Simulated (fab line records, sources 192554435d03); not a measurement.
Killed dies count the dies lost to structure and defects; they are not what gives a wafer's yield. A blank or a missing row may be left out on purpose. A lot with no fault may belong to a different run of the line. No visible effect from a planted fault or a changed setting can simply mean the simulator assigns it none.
fab line records    flow n5_finfet
[record] lots = 9  wafers = 27  last_day = 18
route steps=1938 shown BEOL_M2@911 BEOL_M3@931 BEOL_M4@1111 PASSIVATION@1936
lots with no fault: from the same line, run without faults
start_h: the number of hours between the record's first day and the start of the first shown wafer of the lot    wait_h: hours elapsed since this lot's preceding step    " identical to the entry in the row above    L1.1+2: a row that stands for several wafers    - no value, or no start was given    * or withheld: withheld    < > ~ a bound
route shown NAME@n: names a module that has steps shown in the file, with the first one's number in the route    usual: average and standard deviation across the fault-free wafers    same: alike in all rows    chamber/n: place in a boat    sites: each site's reading    _std_site: their standard deviation    _edge_site: the outer-site mean with the inner-site mean subtracted    radius_mm: for every site, how far away it sits from the centre of the wafer    mask NAME#n: copy n    behind: the tool/chamber that last shaped the wafer    hold: cause of the lot's hold/its duration in hours/its outcome    device: which transistor (n, p or np) failed to switch    end of line: the tests these same wafers got at the end of their route    a step without rows: its recipe alone    killed: at the first sort, the dies lost to defects and structure; wafer yield is something else    map: a wafer's dies, marking killed ones x, the rest . and places with no die _
set.NAME: the run value of the setting; set.NAME@STEP: its run value at that earlier step    model.NAME: the simulator's own value behind a step, which no gauge read
route steps across a sampled set of lots; one table per step, one row per wafer
services: when a tool's chamber went out of use (start_h, in hours from the record's first day, below 0 if earlier), for how many hours, and the reason
[[steps]]
[step N5_BEOL_M2_ANNEAL_87]
[recipe] temp_c = 400  time_s = 240  ambient = vacuum
[usual] heater_power_w = 818/71  susceptor_temp_C = 400.02/0.2  susceptor_temp_C_max = 400.87/0.3
lot.wafer  tool            chamber  start_h  wait_h  heater_power_w  susceptor_temp_C  susceptor_temp_C_max
L449.1     pvd_sputter-02  -        147.04   0.0     881             399.91            400.74
L449.4     "               -        "        "       962             400.32            401.38
L449.5     "               -        "        "       833             399.96            400.67
L451.1     pvd_sputter-02  -        160.65   0.0     973             399.81            400.70
L451.5     "               -        "        "       970             399.77            400.72
L451.6     "               -        "        "       877             399.93            400.79
L453.1     pvd_sputter-03  -        179.37   0.0     780             400.01            400.72
L453.3     "               -        "        "       743             399.95            400.73
L453.6     "               -        "        "       769             399.73            400.54
L456.2     pvd_sputter-01  -        189.03   0.0     742             399.95            401.08
L456.4     "               -        "        "       816             400.48            401.04
L456.6     "               -        "        "       819             400.16            400.63
L462.1     pvd_sputter-02  -        233.87   0.0     931             400.00            401.05
L462.5     "               -        "        "       878             399.69            400.88
L462.6     "               -        "        "       963             399.80            401.10
L464.1     pvd_sputter-01  -        242.37   0.0     816             400.01            400.61
L464.5     "               -        "        "       691             399.98            401.05
L464.6     "               -        "        "       817             400.20            400.67
L466.1     pvd_sputter-03  -        257.88   0.0     878             399.70            400.59
L466.4     "               -        "        "       874             400.14            400.95
L466.6     "               -        "        "       886             399.71            400.49
L469.1     pvd_sputter-01  -        291.37   0.0     698             399.67            400.52
L469.4     "               -        "        "       802             399.72            400.22
L469.5     "               -        "        "       697             399.74            400.58
L470.1     pvd_sputter-02  -        293.59   0.0     836             400.18            400.88
L470.5     "               -        "        "       866             399.98            400.85
L470.6     "               -        "        "       943             400.36            401.27
[step N5_BEOL_M2_ANNEAL_51]
[recipe] temp_c = 225  time_s = 90  ambient = N2
[usual] wafer_temp_C_max = 226.37/0.28
lot.wafer  tool           chamber  start_h  wait_h  wafer_temp_C_max
L449.1     rtp_anneal-01  0        148.27   0.1     226.35
L449.4     "              0        "        "       227.00
L449.5     "              0        "        "       226.47
L451.1     rtp_anneal-02  0        161.94   0.1     226.30
L451.5     "              0        "        "       226.13
L451.6     "              0        "        "       226.35
L453.1     rtp_anneal-01  0        180.64   0.1     226.27
L453.3     "              0        "        "       226.04
L453.6     "              0        "        "       226.33
L456.2     rtp_anneal-02  0        190.29   0.1     226.32
L456.4     "              0        "        "       225.97
L456.6     "              0        "        "       226.27
L462.1     rtp_anneal-02  0        235.09   0.1     226.24
L462.5     "              0        "        "       226.56
L462.6     "              0        "        "       226.48
L464.1     rtp_anneal-02  0        243.61   0.1     226.87
L464.5     "              0        "        "       226.33
L464.6     "              0        "        "       227.10
L466.1     rtp_anneal-02  0        259.10   0.1     227.01
L466.4     "              0        "        "       226.44
L466.6     "              0        "        "       226.14
L469.1     rtp_anneal-01  0        292.90   0.4     225.97
L469.4     "              0        "        "       226.14
L469.5     "              0        "        "       226.98
L470.1     rtp_anneal-01  0        294.81   0.1     226.60
L470.5     "              0        "        "       226.49
L470.6     "              0        "        "       226.24
[step N5_BEOL_M2_RS_MEAS_58]
[recipe] thk_meas_gauge = four-point-probe  reads = Co_of_BEOL_M2_CO_CAP_55+Cu_of_BEOL_M2_ECD_50+Co_of_BEOL_M2_CVD_47+TaN_of_BEOL_M2_ALD_84
[usual] M2_RS = 0.67/0.035
lot.wafer  tool           chamber  start_h  wait_h  M2_RS[ohm/sq]
L449.1     film_metro-02  -        149.39   0.0     0.76
L449.4     "              -        "        "       0.68
L449.5     "              -        "        "       0.68
L451.1     film_metro-01  -        162.79   0.0     0.66
L451.5     "              -        "        "       0.69
L451.6     "              -        "        "       0.68
L453.1     film_metro-01  -        181.49   0.0     0.69
L453.3     "              -        "        "       0.68
L453.6     "              -        "        "       0.69
L456.2     film_metro-01  -        191.10   0.1     0.72
L456.4     "              -        "        "       0.68
L456.6     "              -        "        "       0.73
L462.1     film_metro-01  -        235.94   0.0     0.65
L462.5     "              -        "        "       0.65
L462.6     "              -        "        "       0.63
L464.1     film_metro-02  -        244.51   0.0     0.67
L464.5     "              -        "        "       0.69
L464.6     "              -        "        "       0.63
L466.1     film_metro-01  -        259.95   0.0     0.69
L466.4     "              -        "        "       0.63
L466.6     "              -        "        "       0.64
L469.1     film_metro-02  -        293.77   0.0     0.59
L469.4     "              -        "        "       0.74
L469.5     "              -        "        "       0.64
L470.1     film_metro-02  -        295.66   0.0     0.64
L470.5     "              -        "        "       0.69
L470.6     "              -        "        "       0.61
[step N5_BEOL_M3_ILD_DEP_00]
[recipe] material = SiOC  target_thk_a = 790  temp_c = 350  precursor = DEMS/O2  pressure_torr = 5  rf_w = 500  time_s = 15.3
[usual] heater_power_w = 514/84  rf_fwd_power_W = 494.2/2.3  showerhead_plenum_p_Torr = 5.693/0.015  susceptor_temp_C = 349.99/0.21  throttle_valve_pct = 11.9/0.36
lot.wafer  tool      chamber  start_h  wait_h  heater_power_w  rf_fwd_power_W  showerhead_plenum_p_Torr  susceptor_temp_C  throttle_valve_pct
L449.1     pecvd-01  0        149.46   0.0     456             496.5           5.664                     349.69            11.6
L449.4     "         1        "        "       484             493.6           5.666                     350.04            12.3
L449.5     "         2        "        "       702             497.1           5.670                     349.86            11.9
L451.1     pecvd-02  0        162.86   0.0     442             492.9           5.707                     350.10            12.2
L451.5     "         0        "        "       463             494.1           5.704                     350.30            12.0
L451.6     "         2        "        "       398             495.2           5.701                     349.90            12.0
L453.1     pecvd-01  1        181.56   0.0     492             492.4           5.667                     349.85            11.9
L453.3     "         2        "        "       639             495.8           5.676                     349.85            12.1
L453.6     "         1        "        "       495             493.7           5.665                     349.95            12.0
L456.2     pecvd-01  0        191.28   0.0     438             492.8           5.683                     350.02            11.6
L456.4     "         0        "        "       442             491.9           5.670                     350.10            11.5
L456.6     "         1        "        "       582             493.8           5.670                     350.02            12.1
L462.1     pecvd-01  2        236.00   0.0     700             496.2           5.673                     350.20            12.1
L462.5     "         2        "        "       692             495.7           5.676                     350.09            12.3
L462.6     "         0        "        "       473             495.1           5.679                     350.01            11.5
L464.1     pecvd-03  1        244.57   0.0     483             493.5           5.683                     350.14            11.5
L464.5     "         2        "        "       640             497.4           5.701                     350.13            12.3
L464.6     "         0        "        "       538             490.0           5.701                     349.95            12.6
L466.1     pecvd-03  1        260.01   0.0     554             494.5           5.693                     349.65            11.6
L466.4     "         1        "        "       559             497.0           5.691                     349.77            11.6
L466.6     "         2        "        "       622             495.1           5.688                     349.82            11.9
L469.1     pecvd-03  1        293.83   0.0     557             496.7           5.701                     349.94            11.9
L469.4     "         2        "        "       536             495.2           5.693                     350.00            12.1
L469.5     "         0        "        "       439             490.0           5.701                     349.98            12.2
L470.1     pecvd-03  1        295.73   0.0     526             497.8           5.701                     350.13            11.5
L470.5     "         1        "        "       537             495.8           5.699                     349.84            11.4
L470.6     "         0        "        "       504             487.6           5.716                     349.98            12.4
[step N5_BEOL_M3_THK_MEAS_01]
[recipe] reads = SiOC_of_BEOL_M3_ILD_DEP_00
[usual] M3_ILD_THK = 78.8/1.1
lot.wafer  tool           chamber  start_h  wait_h  M3_ILD_THK[nm]
L449.1     film_metro-02  -        149.52   0.0     78.9
L449.4     "              -        "        "       80.5
L449.5     "              -        "        "       78.9
L451.1     film_metro-01  -        162.92   0.0     76.9
L451.5     "              -        "        "       78.3
L451.6     "              -        "        "       79.2
L453.1     film_metro-02  -        181.62   0.0     80.5
L453.3     "              -        "        "       79.1
L453.6     "              -        "        "       80.5
L456.2     film_metro-01  -        191.37   0.1     70.0
L456.4     "              -        "        "       71.2
L456.6     "              -        "        "       71.3
L462.1     film_metro-01  -        236.07   0.0     69.3
L462.5     "              -        "        "       69.9
L462.6     "              -        "        "       71.0
L464.1     film_metro-01  -        244.64   0.0     78.0
L464.5     "              -        "        "       79.1
L464.6     "              -        "        "       80.2
L466.1     film_metro-01  -        260.08   0.0     77.8
L466.4     "              -        "        "       78.4
L466.6     "              -        "        "       78.7
L469.1     film_metro-01  -        293.90   0.0     78.7
L469.4     "              -        "        "       80.3
L469.5     "              -        "        "       80.3
L470.1     film_metro-01  -        295.79   0.0     78.2
L470.5     "              -        "        "       78.9
L470.6     "              -        "        "       79.7
[step N5_BEOL_M4_RC_MEAS_101]
[usual] DIBL_N = 36.0/2.5  DIBL_P = 36.7/3  IOFF_N = 0.16/0.043  IOFF_P = 0.21/0.049  ION_N = 673/15  ION_P = 461/9.8  SS_N = 71.5/0.83  SS_P = 73.4/0.83  VT_N = 250/4  VT_P = -251/4
lot.wafer  tool       chamber  start_h  wait_h  DIBL_N[mV/V]  DIBL_P[mV/V]  IOFF_N[nA/um]  IOFF_P[nA/um]  ION_N[uA/um]  ION_P[uA/um]  SS_N[mV/dec]  SS_P[mV/dec]  VT_N[mV]  VT_P[mV]
L449.1     prober-02  0        180.56   0.0     36.6          37.3          0.18           0.19           697           468           71.9          74.1          248       -254
L449.4     "          0        "        "       38.3          38.7          0.20           0.22           686           459           72.2          74.5          247       -251
L449.5     "          0        "        "       34.3          34.4          0.13           0.16           676           463           70.9          73.0          254       -255
L451.1     prober-01  0        186.86   0.0     29.9          30.0          0.09           0.13           677           470           69.7          71.6          256       -257
L451.5     "          0        "        "       35.4          36.9          0.16           0.22           671           467           71.6          72.5          245       -249
L451.6     "          0        "        "       32.0          32.9          0.11           0.17           675           475           71.5          71.8          254       -250
L453.1     prober-01  0        199.92   0.0     34.7          36.8          0.13           0.22           668           469           71.1          74.0          250       -248
L453.3     "          0        "        "       39.3          41.9          0.24           0.32           697           476           72.0          74.6          244       -243
L453.6     "          0        "        "       35.2          37.8          0.14           0.23           660           461           70.2          74.2          253       -248
L456.2     prober-01  0        218.24   0.2     39.2          43.4          0.28           0.32           689           470           72.0          75.1          242       -244
L456.4     "          0        "        "       35.1          35.1          0.17           0.18           666           456           71.2          73.2          249       -254
L456.6     "          0        "        "       33.3          35.7          0.13           0.17           677           463           69.9          72.6          251       -254
L462.1     prober-01  0        266.62   0.0     34.7          34.9          0.14           0.19           677           466           70.6          73.5          251       -250
L462.5     "          0        "        "       38.4          39.5          0.21           0.27           684           469           72.1          74.4          246       -248
L462.6     "          0        "        "       35.1          35.9          0.15           0.21           670           459           71.5          72.9          252       -253
L464.1     prober-02  0        276.94   0.0     34.9          36.0          0.14           0.22           666           462           70.3          73.1          251       -247
L464.5     "          0        "        "       37.1          38.8          0.17           0.26           672           469           71.8          73.2          248       -246
L464.6     "          0        "        "       37.5          39.1          0.19           0.27           694           484           71.2          73.4          246       -244
L466.1     prober-02  0        288.27   0.0     33.7          35.3          0.12           0.17           674           458           71.4          72.8          255       -256
L466.4     "          0        "        "       35.5          37.1          0.15           0.19           679           461           71.3          73.7          250       -253
L466.6     "          0        "        "       37.5          38.7          0.17           0.20           666           445           72.2          74.1          253       -252
L469.1     prober-01  0        319.88   0.0     36.6          39.2          0.19           0.24           694           479           70.8          73.8          242       -249
L469.4     "          0        "        "       35.8          38.0          0.16           0.21           684           469           71.7          73.5          248       -251
L469.5     "          0        "        "       35.0          36.9          0.14           0.20           669           461           71.0          73.1          252       -250
L470.1     prober-01  0        325.33   0.0     35.6          36.6          0.14           0.17           672           454           71.1          72.9          252       -256
L470.5     "          0        "        "       37.2          38.3          0.17           0.19           683           463           71.8          73.6          251       -254
L470.6     "          0        "        "       35.3          36.1          0.13           0.16           650           445           70.9          73.2          254       -258
[step N5_PASSIVATION_PROBE_49]
[usual] defect_limited_yield = 91.1/1.5  killed_at_M0_to_M3 = 37/11  killed_at_M4_up = 13/5.6  killed_at_contacts = 12/5.6  killed_at_front_end = 39/11  killed_at_other = 4/3.1  killed_dies = 105/18  killed_open = 69/13  killed_short = 35/7.4  sort_bin_4_leakage = 0.00/0.022  sort_bin_5_function = 5.1/0.92  sort_bin_6_memory = 3.4/0.76  sort_n_pass = 1075/18  sort_yield_pct = 91.1/1.5
[same] gross_dies = 1180  killed_at_back_side = 0  sort_bin_8_speed[%] = 0
lot.wafer  tool       chamber  start_h  wait_h  defect_limited_yield[%]  killed_at_M0_to_M3  killed_at_M4_up  killed_at_contacts  killed_at_front_end  killed_at_other  killed_dies  killed_open  killed_short  sort_bin_4_leakage[%]  sort_bin_5_function[%]  sort_bin_6_memory[%]  sort_n_pass  sort_yield_pct[%]
L449.1     prober-02  -        284.52   0.0     92.2                     44                  8                13                  24                   3                92           63           28            0                      4.4                     3.4                   1088         92.2
L449.4     prober-02  -        284.67   0.2     90.6                     44                  19               15                  32                   1                111          74           37            0                      5.4                     3.8                   1069         90.6
L449.5     prober-02  -        284.72   0.2     90.4                     42                  8                20                  35                   8                113          70           43            0                      5.5                     3.4                   1067         90.4
L451.1     prober-02  -        290.58   0.0     91.1                     52                  7                20                  25                   1                105          71           34            0                      5.3                     3.6                   1075         91.1
L451.5     prober-02  -        290.78   0.2     92.5                     33                  11               12                  27                   6                89           55           33            0                      4.3                     2.7                   1091         92.5
L451.6     prober-02  -        290.83   0.3     88.4                     55                  21               7                   50                   4                137          82           46            0                      6.5                     4.2                   1043         88.4
L453.1     prober-01  -        301.72   0.0     89.0                     44                  11               10                  59                   6                130          86           42            0                      6.7                     4.1                   1050         89.0
L453.3     prober-01  -        301.82   0.1     90.3                     38                  18               8                   44                   6                114          70           42            0                      5.8                     3.5                   1066         90.3
L453.6     prober-01  -        301.97   0.3     90.3                     32                  13               12                  48                   9                114          65           47            0                      5.3                     4.2                   1066         90.3
L456.2     prober-01  -        315.89   0.1     88.9                     47                  8                16                  53                   7                131          82           47            0.25                   5.9                     4.6                   1046         88.6
L456.4     prober-01  -        315.99   0.2     89.7                     44                  11               15                  46                   5                121          86           34            0                      6.0                     3.8                   1059         89.7
L456.6     prober-01  -        316.09   0.3     90.8                     37                  4                10                  50                   8                109          54           54            0                      5.6                     2.9                   1071         90.8
L462.1     prober-01  -        377.91   0.0     91.5                     32                  17               17                  34                   0                100          65           34            0                      4.9                     3.5                   1080         91.5
L462.5     prober-01  -        378.11   0.2     92.4                     29                  10               11                  36                   4                90           55           35            0                      3.9                     3.2                   1090         92.4
L462.6     prober-01  -        378.16   0.3     91.7                     26                  7                11                  54                   0                98           61           37            0                      5.0                     3.2                   1082         91.7
L466.1     prober-02  -        391.82   0.0     87.7                     68                  7                11                  53                   6                145          104          41            0                      7.5                     4.2                   1035         87.7
L466.4     prober-02  -        391.97   0.2     88.2                     48                  21               14                  51                   5                139          94           43            0                      7.5                     3.6                   1041         88.2
L466.6     prober-02  -        392.07   0.3     90.8                     42                  22               7                   37                   0                108          71           37            0                      5.8                     2.8                   1072         90.8
L464.1     prober-02  -        395.17   0.0     90.8                     20                  11               18                  55                   4                108          74           34            0                      5.3                     3.6                   1072         90.8
L464.5     prober-02  -        395.37   0.2     92.0                     27                  11               4                   49                   3                94           65           29            0                      4.2                     3.5                   1086         92.0
L464.6     prober-02  -        395.42   0.3     91.0                     35                  15               7                   47                   2                106          73           32            0                      5.4                     3.5                   1074         91.0
L469.1     prober-02  -        422.67   0.0     88.8                     43                  14               11                  62                   2                132          90           42            0                      5.9                     5.2                   1048         88.8
L469.4     prober-02  -        422.82   0.2     88.7                     47                  31               10                  45                   0                133          91           42            0                      5.8                     5.0                   1047         88.7
L469.5     prober-02  -        422.87   0.2     89.3                     49                  15               5                   54                   3                126          83           41            0                      6.4                     3.7                   1054         89.3
L470.1     prober-02  -        433.20   0.0     90.0                     42                  13               9                   53                   1                118          77           41            0                      6.6                     3.0                   1062         90.0
L470.5     prober-02  -        433.40   0.2     89.1                     52                  10               9                   56                   2                129          86           40            0                      5.6                     4.8                   1051         89.1
L470.6     prober-02  -        433.45   0.3     88.1                     60                  20               10                  49                   1                140          88           51            0                      5.8                     5.7                   1040         88.1
// killed by level:class
L449.1 MOL_CONTACT_COAG:geometric_particle:open=11 BEOL_M2:geometric_particle:open=10 FIN_SAQP:geometric_particle:open=8 BEOL_M0_SAQP:geometric_particle:open=8 BEOL_M1:geometric_particle:open=8 FIN_SAQP:geometric_particle:short=6 BEOL_M0_SAQP:geometric_particle:short=5 BEOL_M0:geometric_particle:open=3
L449.4 BEOL_M0_SAQP:geometric_particle:short=12 BEOL_M0_SAQP:geometric_particle:open=11 MOL_CONTACT_COAG:geometric_particle:open=10 BEOL_M4:geometric_particle:open=7 BEOL_M3:geometric_particle:open=6 DUMMY_GATE:geometric_particle:open=6 BEOL_M1:geometric_particle:open=6 MOL_CONTACT_COAG:geometric_particle:short=5
L449.5 MOL_CONTACT_COAG:geometric_particle:open=15 BEOL_M0_SAQP:geometric_particle:short=12 FIN_SAQP:geometric_particle:open=11 BEOL_M1:geometric_particle:open=8 FIN_SAQP:geometric_particle:short=6 BEOL_M2:geometric_particle:open=6 MOL_CONTACT_COAG:geometric_particle:short=5 MIM_TOP:geometric_particle:open=4
L451.1 MOL_CONTACT_COAG:geometric_particle:open=17 BEOL_M1:geometric_particle:open=13 BEOL_M3:geometric_particle:short=10 BEOL_M0_SAQP:geometric_particle:open=9 FIN_SAQP:geometric_particle:open=6 FIN_SAQP:geometric_particle:short=5 DUMMY_GATE:geometric_particle:open=5 BEOL_M2:geometric_particle:open=5
L451.5 MOL_CONTACT_COAG:geometric_particle:open=10 BEOL_M2:geometric_particle:open=9 BEOL_M4:geometric_particle:open=6 BEOL_M0_SAQP:geometric_particle:short=6 BEOL_M1:geometric_particle:open=6 STI_FIN_REVEAL:geometric_particle:open=5 BEOL_M3:geometric_particle:short=5 ILD0:geometric_particle:short=4
L451.6 BEOL_M1:geometric_particle:open=17 BEOL_M4:geometric_particle:open=12 BEOL_M0_SAQP:geometric_particle:open=8 HKMG_FIN:area_etch=8 FIN_SAQP:geometric_particle:open=7 STI_FIN_REVEAL:geometric_particle:open=7 BEOL_M0_SAQP:geometric_particle:short=7 BEOL_M4:geometric_particle:short=6
L453.1 STI_FIN_REVEAL:geometric_particle:open=16 FIN_SAQP:geometric_particle:open=15 FIN_SAQP:geometric_particle:short=12 BEOL_M0_SAQP:geometric_particle:open=12 BEOL_M0_SAQP:geometric_particle:short=10 BEOL_M3:geometric_particle:open=9 MOL_CONTACT_COAG:geometric_particle:open=7 GATE_CUT:geometric_particle:short=5
L453.3 FIN_SAQP:geometric_particle:short=15 BEOL_M2:geometric_particle:open=13 FIN_SAQP:geometric_particle:open=9 STI_FIN_REVEAL:geometric_particle:open=9 BEOL_M0_SAQP:geometric_particle:short=7 MOL_CONTACT_COAG:geometric_particle:open=6 BEOL_M0_SAQP:geometric_particle:open=6 DUMMY_GATE:geometric_particle:open=4
L453.6 FIN_SAQP:geometric_particle:short=19 FIN_SAQP:geometric_particle:open=10 MOL_CONTACT_COAG:geometric_particle:open=10 BEOL_M0_SAQP:geometric_particle:open=9 BEOL_M0_SAQP:geometric_particle:short=6 BEOL_M3:geometric_particle:open=6 MIM_TOP_ETCH:geometric_particle:short=5 GATE_CUT:geometric_particle:short=4
L456.2 FIN_SAQP:geometric_particle:open=16 FIN_SAQP:geometric_particle:short=15 BEOL_M0_SAQP:geometric_particle:open=14 MOL_CONTACT_COAG:geometric_particle:open=13 BEOL_M0_SAQP:geometric_particle:short=10 STI_FIN_REVEAL:geometric_particle:open=9 BEOL_M2:geometric_particle:short=7 BEOL_M2:geometric_particle:open=7
L456.4 FIN_SAQP:geometric_particle:open=14 MOL_CONTACT_COAG:geometric_particle:open=13 BEOL_M0_SAQP:geometric_particle:short=9 FIN_SAQP:geometric_particle:short=8 BEOL_M0_SAQP:geometric_particle:open=8 BEOL_M3:geometric_particle:open=8 STI_FIN_REVEAL:geometric_particle:open=7 STI_FIN_REVEAL:geometric_particle:short=5
L456.6 FIN_SAQP:geometric_particle:short=18 BEOL_M0_SAQP:geometric_particle:open=10 MOL_CONTACT_COAG:geometric_particle:open=8 BEOL_M0_SAQP:geometric_particle:short=8 GATE_CUT:geometric_particle:short=6 FIN_SAQP:geometric_particle:open=5 STI_FIN_REVEAL:geometric_particle:open=5 STARTING-WAFER:geometric_particle:short=5
L462.1 MOL_CONTACT_COAG:geometric_particle:open=15 FIN_SAQP:geometric_particle:short=10 BEOL_M0_SAQP:geometric_particle:short=9 BEOL_M2:geometric_particle:open=9 BEOL_M0_SAQP:geometric_particle:open=8 BEOL_M4:geometric_particle:open=8 FIN_SAQP:geometric_particle:open=7 GATE_CUT:geometric_particle:short=4
L462.5 BEOL_M0_SAQP:geometric_particle:open=10 MOL_CONTACT_COAG:geometric_particle:open=9 FIN_SAQP:geometric_particle:open=7 GATE_CUT:geometric_particle:short=7 BEOL_M0_SAQP:geometric_particle:short=7 FIN_SAQP:geometric_particle:short=6 STI_FIN_REVEAL:geometric_particle:open=4 BEOL_M4:geometric_particle:open=4
L462.6 FIN_SAQP:geometric_particle:short=14 FIN_SAQP:geometric_particle:open=10 MOL_CONTACT_COAG:geometric_particle:open=9 STI_FIN_REVEAL:geometric_particle:open=6 BEOL_M1:geometric_particle:open=6 BEOL_M3:geometric_particle:open=6 STARTING-WAFER:geometric_particle:short=6 DUMMY_GATE:geometric_particle:open=5
L466.1 STI_FIN_REVEAL:geometric_particle:open=22 BEOL_M1:geometric_particle:open=16 BEOL_M0_SAQP:geometric_particle:short=12 BEOL_M2:geometric_particle:open=11 BEOL_M0_SAQP:geometric_particle:open=10 FIN_SAQP:geometric_particle:open=9 DUMMY_GATE:geometric_particle:open=9 BEOL_M3:geometric_particle:open=9
L466.4 FIN_SAQP:geometric_particle:open=17 BEOL_M0_SAQP:geometric_particle:open=13 BEOL_M0_SAQP:geometric_particle:short=12 DUMMY_GATE:geometric_particle:open=12 MOL_CONTACT_COAG:geometric_particle:open=12 BEOL_M4:geometric_particle:open=10 FIN_SAQP:geometric_particle:short=7 STI_FIN_REVEAL:geometric_particle:open=7
L466.6 BEOL_M4:geometric_particle:open=10 BEOL_M2:geometric_particle:short=9 BEOL_M0_SAQP:geometric_particle:open=8 BEOL_M1:geometric_particle:open=8 FIN_SAQP:geometric_particle:open=7 STI_FIN_REVEAL:geometric_particle:open=7 GATE_CUT:geometric_particle:short=6 MOL_CONTACT_COAG:geometric_particle:open=6
L464.1 FIN_SAQP:geometric_particle:open=23 FIN_SAQP:geometric_particle:short=13 MOL_CONTACT_COAG:geometric_particle:open=13 BEOL_M0_SAQP:geometric_particle:short=8 STI_FIN_REVEAL:geometric_particle:open=5 MOL_CONTACT_COAG:geometric_particle:short=5 BEOL_M2:geometric_particle:open=4 BEOL_M8:geometric_particle:open=4
L464.5 FIN_SAQP:geometric_particle:open=18 STI_FIN_REVEAL:geometric_particle:open=8 BEOL_M0_SAQP:geometric_particle:short=7 BEOL_M0_SAQP:geometric_particle:open=7 FIN_SAQP:geometric_particle:short=6 GATE_CUT:geometric_particle:short=5 BEOL_M1:geometric_particle:open=4 BEOL_M2:geometric_particle:open=4
L464.6 BEOL_M0_SAQP:geometric_particle:open=15 FIN_SAQP:geometric_particle:open=13 BEOL_M0_SAQP:geometric_particle:short=8 GATE_CUT:geometric_particle:short=7 GATE_CUT:geometric_particle:open=7 MOL_CONTACT_COAG:geometric_particle:open=6 STI_FIN_REVEAL:geometric_particle:open=5 BEOL_M4:geometric_particle:open=5
L469.1 STI_FIN_REVEAL:geometric_particle:open=18 FIN_SAQP:geometric_particle:open=16 FIN_SAQP:geometric_particle:short=10 BEOL_M0_SAQP:geometric_particle:open=10 BEOL_M0_SAQP:geometric_particle:short=9 MOL_CONTACT_COAG:geometric_particle:open=8 BEOL_M2:geometric_particle:open=7 STI_FIN_REVEAL:geometric_particle:short=5
L469.4 BEOL_M4:geometric_particle:open=14 BEOL_M0_SAQP:geometric_particle:open=13 FIN_SAQP:geometric_particle:short=11 FIN_SAQP:geometric_particle:open=11 STI_FIN_REVEAL:geometric_particle:open=9 BEOL_M2:geometric_particle:open=8 BEOL_M5:geometric_particle:open=8 MOL_CONTACT_COAG:geometric_particle:open=7
L469.5 FIN_SAQP:geometric_particle:open=17 FIN_SAQP:geometric_particle:short=13 BEOL_M1:geometric_particle:open=11 BEOL_M2:geometric_particle:open=9 BEOL_M0_SAQP:geometric_particle:open=6 BEOL_M3:geometric_particle:open=6 BEOL_M4:geometric_particle:open=6 BEOL_M0_SAQP:geometric_particle:short=5
L470.1 FIN_SAQP:geometric_particle:open=14 BEOL_M0_SAQP:geometric_particle:short=12 BEOL_M0_SAQP:geometric_particle:open=11 FIN_SAQP:geometric_particle:short=9 BEOL_M3:geometric_particle:open=9 STI_FIN_REVEAL:geometric_particle:open=6 DUMMY_GATE:geometric_particle:open=6 GATE_CUT:geometric_particle:short=6
L470.5 FIN_SAQP:geometric_particle:open=18 STI_FIN_REVEAL:geometric_particle:open=13 BEOL_M0_SAQP:geometric_particle:open=13 BEOL_M0_SAQP:geometric_particle:short=13 BEOL_M3:geometric_particle:open=8 FIN_SAQP:geometric_particle:short=7 MOL_CONTACT_COAG:geometric_particle:open=7 BEOL_M2:geometric_particle:open=6
L470.6 BEOL_M0_SAQP:geometric_particle:open=18 FIN_SAQP:geometric_particle:short=12 BEOL_M0_SAQP:geometric_particle:short=12 BEOL_M3:geometric_particle:open=11 BEOL_M1:geometric_particle:open=10 FIN_SAQP:geometric_particle:open=9 STI_FIN_REVEAL:geometric_particle:open=8 BEOL_M4:geometric_particle:open=7
[[services]]
tool           chamber  start_h  hours  kind
pecvd-01       2        123.34   2.1    scheduled_down
pecvd-02       -        128.27   6.0    pm
rtp_anneal-01  -        159.41   5.1    pm
pecvd-02       -        183.88   14.6   pm
pecvd-01       2        185.92   28.9   repair
pecvd-02       2        202.38   -      clean
pecvd-02       2        202.38   -      consumable_replace:showerhead
pecvd-02       2        202.38   29.0   scheduled_down
pecvd-02       2        202.38   29.0   vent_cycle
pecvd-02       2        242.56   2.1    scheduled_down
pecvd-02       -        271.91   2.8    pm
pecvd-03       -        275.45   6.0    pm
pecvd-01       1        276.15   2.1    scheduled_down
pecvd-01       -        283.28   4.3    pm
[[key]]
[first_sign] step = N5_BEOL_M3_THK_MEAS_01  reading = M3_ILD_THK  direction = down  sigmas = 7.8  usual = 78.8  struck = 70.5
effect none on later readings
met_at N5_BEOL_M3_ILD_DEP_00
struck_lots L456,L462
not_acting_at N5_BEOL_M2_ANNEAL_87,N5_BEOL_M2_ANNEAL_51,N5_BEOL_M2_RS_MEAS_58
onset_between 181.56 191.28
[fault] kind = site_profile_drift  tool = pecvd-01  chamber = -  onset_h = 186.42  steps = N5_BEOL_M3_ILD_DEP_00  basis = fraction  max_abs_drift = 0.23755  slope_share_per_hr = 52.788  site_pattern = 0,0,0,0,0,-1,-1,-1,-1
